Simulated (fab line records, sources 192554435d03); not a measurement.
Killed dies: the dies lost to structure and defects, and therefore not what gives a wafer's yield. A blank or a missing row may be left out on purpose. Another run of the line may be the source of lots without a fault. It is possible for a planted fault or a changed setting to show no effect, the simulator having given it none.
Which tool did it? -- flow n5Finfet -- 8 lots with 24 wafers sampled at 6 steps, on a route of 1938 steps

## WHAT EACH GAUGE READ, for each wafer
N5_FIN_CUT_CD_MEAS_08: target cd 29.1 nm.
lot,measured,on,cdNm (nm)
L137,day 2 16:07,cdSem-02,29.28 29.37 29.23
L140,day 3 09:42,cdSem-03,29.16 29.32 28.89
L141,day 3 16:41,cdSem-02,29.15 29.04 29.23
L144,day 4 09:37,cdSem-02,29.22 28.81 29.14
L150,day 5 22:19,cdSem-03,30.33 30.10 30.33
L151,day 6 02:26,cdSem-02,30.32 30.21 30.06
L153,day 6 15:32,cdSem-02,28.84 28.71 29.12
L154,day 6 20:55,cdSem-02,28.96 29.46 29.63

N5_BEOL_M4_RC_MEAS_101.
lot,measured,on,DIBL_N (mV/V),DIBL_P (mV/V),IOFF_N (nA/um),IOFF_P (nA/um),ION_N (uA/um),ION_P (uA/um),SS_N (mV/dec),SS_P (mV/dec),VT_N (mV),VT_P (mV)
L137,day 8 05:15,prober-01,40.3 39.0 38.0,40.8 38.0 38.5,0.21 0.17 0.17,0.26 0.21 0.23,705 685 665,477 461 456,72.5 72.2 71.6,74.6 73.5 73.4,248 250 250,-248 -254 -252
L140,day 9 03:58,prober-01,36.8 39.4 35.4,38.4 42.4 37.2,0.15 0.25 0.14,0.23 0.32 0.21,665 709 668,467 489 464,71.2 73.4 71.2,74.1 74.4 74.1,253 245 254,-250 -246 -254
L141,day 9 09:02,prober-01,36.1 37.2 36.5,36.6 36.7 36.5,0.17 0.17 0.17,0.26 0.24 0.24,687 664 688,481 454 474,71.3 72.0 71.9,73.1 73.6 73.3,246 249 249,-246 -246 -248
L144,day 10 00:06,prober-01,38.4 38.5 37.4,38.5 38.8 36.5,0.19 0.21 0.18,0.28 0.29 0.26,692 703 680,482 484 470,72.2 72.1 72.1,74.2 73.7 73.5,249 245 245,-246 -246 -246
L150,day 11 11:47,prober-01,35.1 35.5 36.0,35.5 35.2 37.2,0.17 0.16 0.18,0.21 0.20 0.22,667 662 672,459 451 461,71.8 71.6 72.4,73.4 72.3 73.4,250 251 250,-249 -251 -250
L151,day 11 19:21,prober-01,39.2 36.9 36.5,41.4 37.3 37.2,0.21 0.16 0.14,0.29 0.22 0.20,693 668 665,474 459 456,72.1 71.3 71.3,74.3 72.6 73.1,249 250 253,-245 -251 -253
L153,day 12 02:56,prober-01,33.5 38.5 38.0,32.2 38.8 37.9,0.11 0.20 0.20,0.16 0.25 0.25,670 689 702,464 472 474,71.7 72.1 72.0,72.3 74.1 74.1,256 247 247,-255 -249 -248
L154,day 12 14:08,prober-01,40.3 40.3 35.6,42.7 41.8 37.4,0.30 0.27 0.19,0.37 0.34 0.24,702 679 703,484 466 483,73.1 73.4 71.7,74.9 76.0 72.8,240 245 245,-243 -246 -247

## WHICH TOOL RAN EACH LOT (tool, then ch and the chambers of the sampled wafers, then the start)
lot,N5_FIN_SAQP_STRIP_70,N5_FIN_SAQP_SPACER2_ALD_28,N5_FIN_SAQP_HM_OPEN_33,N5_FIN_CUT_EXPOSE_05
L137,"rieDiel-01 ch 1,2,3, day 2 14:14","aldSin-02 ch 1,2,3, day 2 14:26","rieDiel-03 ch 0,1,2, day 2 15:10","euvScanner-01 ch 0, day 2 15:59"
L140,"rieDiel-01 ch 1,3, day 3 08:05","aldSin-03 ch 0,1, day 3 08:17","rieDiel-03 ch 0,1,2, day 3 08:52","euvScanner-01 ch 0, day 3 09:34"
L141,"rieDiel-01 ch 1,2,3, day 3 14:54","aldSin-02 ch 0,1,2, day 3 15:06","rieDiel-04 ch 1,2,3, day 3 15:44","euvScanner-02 ch 0, day 3 16:34"
L144,"rieDiel-01 ch 0,2, day 4 08:01","aldSin-04 ch 1,3, day 4 08:13","rieDiel-04 ch 2,3, day 4 08:47","euvScanner-02 ch 0, day 4 09:29"
L150,"rieDiel-04 ch 2,3, day 5 20:09","aldSin-04 ch 1,3, day 5 20:27","rieDiel-04 ch 1,2,3, day 5 21:13","euvScanner-01 ch 0, day 5 22:11"
L151,"rieDiel-03 ch 0,1, day 6 00:50","aldSin-03 ch 0,1,2, day 6 01:02","rieDiel-03 ch 2,3, day 6 01:36","euvScanner-01 ch 0, day 6 02:20"
L153,"rieDiel-03 ch 2,3, day 6 13:10","aldSin-02 ch 1,2, day 6 13:59","rieDiel-01 ch 0,1,3, day 6 14:34","euvScanner-02 ch 0, day 6 15:25"
L154,"rieDiel-04 ch 0,1, day 6 19:08","aldSin-04 ch 0,3, day 6 19:20","rieDiel-04 ch 0,1, day 6 20:04","euvScanner-02 ch 0, day 6 20:46"
- N5_FIN_SAQP_STRIP_70: strips in N2/H2.
- N5_FIN_SAQP_SPACER2_ALD_28: deposits SiO2, target thk 8.1 nm, pulse time 1 s, purge time 2 s.
- N5_FIN_SAQP_HM_OPEN_33: chemistry CH3F/O2, target SiNx, target depth 49.4 nm, time 70.6 s.
- N5_FIN_CUT_EXPOSE_05: exposes mask FIN CUT.

## AS READ BY THE TOOLS THEMSELVES (means over the sampled wafers that have a number; for cases with no such wafer, the mark the record gives instead)
N5_FIN_SAQP_STRIP_70.
lot,tool,drypumpMotorCurrentA (A),oesProductAu (a.u.),rfFwdPowerW (W),rfVppV (V),showerheadPlenumPTorr (Torr),tempC (C),throttleValvePct (%)
L137,rieDiel-01,5.5,0.75,494.9,121.5,3.34,40.09,19.4
L140,rieDiel-01,5.7,0.76,495.7,122.7,3.45,39.98,19.2
L141,rieDiel-01,5.5,0.74,496.9,121.3,3.33,40.13,19.4
L144,rieDiel-01,6.0,0.83,497.9,122.6,3.35,40.00,19.0
L150,rieDiel-04,5.1,0.80,494.8,122.6,3.44,40.09,18.8
L151,rieDiel-03,5.9,0.80,493.6,122.8,3.52,39.99,19.0
L153,rieDiel-03,5.9,0.76,496.0,120.9,3.30,39.98,18.7
L154,rieDiel-04,5.7,0.90,497.0,123.8,3.48,40.15,19.2

N5_FIN_SAQP_SPACER2_ALD_28.
lot,tool,heaterPowerW (W),precursorPulseHeightRel,susceptorTempC (C)
L137,aldSin-02,444,1.010,299.90
L140,aldSin-03,448,1.009,299.97
L141,aldSin-02,460,0.997,299.89
L144,aldSin-04,468,1.005,299.92
L150,aldSin-04,449,0.995,300.07
L151,aldSin-03,440,1.019,300.12
L153,aldSin-02,490,1.003,300.00
L154,aldSin-04,462,1.013,299.90

N5_FIN_SAQP_HM_OPEN_33.
lot,tool,drypumpMotorCurrentA (A),etchRfOnTimeS (s),oes_ar_750_au (a.u.),oesProductAu (a.u.),rfFwdPowerW (W),rfVppV (V),showerheadPlenumPTorr (Torr),throttleValvePct (%)
L137,rieDiel-03,5.8,67.5,0.85,0.74,389.1,303,2.05,16.25
L140,rieDiel-03,5.8,67.1,0.84,0.73,390.1,303,2.05,16.25
L141,rieDiel-04,5.4,67.3,0.79,0.66,389.5,295,2.01,16.37
L144,rieDiel-04,5.1,66.8,0.84,0.72,390.2,301,2.07,16.20
L150,rieDiel-04,5.3,67.1,0.85,0.73,392.6,294,2.00,16.24
L151,rieDiel-03,5.7,68.6,0.73,0.64,387.3,308,2.02,16.58
L153,rieDiel-01,5.9,69.3,0.77,0.66,391.5,303,2.02,16.28
L154,rieDiel-04,5.7,70.9,0.92,0.78,391.2,290,2.02,16.24

N5_FIN_CUT_EXPOSE_05.
lot,tool,exposureDoseMJCm2,stageMsdNm (nm)
L137,euvScanner-01,45.61,0.895
L140,euvScanner-01,45.63,0.894
L141,euvScanner-02,45.66,0.857
L144,euvScanner-02,45.65,0.859
L150,euvScanner-01,48.46,0.890
L151,euvScanner-01,47.86,0.891
L153,euvScanner-02,45.61,0.852
L154,euvScanner-02,45.63,0.854

## THE ANSWER, worked out from the rows above alone
Rule: usual is defined by the lots themselves. Put in order of their means at a reading, lots are off if they are a third of the lots or fewer, leave a main group of 4 or more, and stand apart from it by a gap of 3 or more times the standard deviation of the main group's means; of several such gaps the widest counts. A main group is skipped when, at the precision printed for the reading in the tables above, its means are all equal. A lot without any number at a reading at which 4 lots or more have one is off too. The other lots that the step has rows for count as sound. Order of review: gauges by route order, followed by the tools' own readings, for which a lot's mean as printed above is used. The first step at which some lot is off is used, and at that step the reading that is off furthest; a lot without a number counts as furthest.
Off, at N5_FIN_CUT_CD_MEAS_08 on cdNm: L150, L151. For the main group the mean is 29.14 nm and the standard deviation 0.15.
A tool fits if, at a process step before that reading, it ran every lot that is off, and no sound lot after the first of them. The gauges at N5_FIN_CUT_CD_MEAS_08 aren't tried: what is off there is off at N5_FIN_CUT_EXPOSE_05 too, on other tools, and a gauge's error can't cause that. One fits: N5_FIN_CUT_EXPOSE_05 on euvScanner-01. Its last sound lot is L140 (day 3 09:34), its first lot that is off L150 (day 5 22:11): a fault that began between those two fits.
The tool's own readings at N5_FIN_CUT_EXPOSE_05 bear it out: on the lots that are off they differ by more than 5 times the standard deviation of the sound lots' means. exposureDoseMJCm2 reads 48.16 there against 45.63 on the sound lots.

## WHAT THE SIMULATOR PUT IN
Process parameters drifting: euvScanner-01 at N5_FIN_CUT_EXPOSE_05, beginning at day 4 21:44. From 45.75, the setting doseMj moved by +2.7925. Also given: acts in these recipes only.
Shown lots that were struck: L150, L151. The rule above reached the same finding.
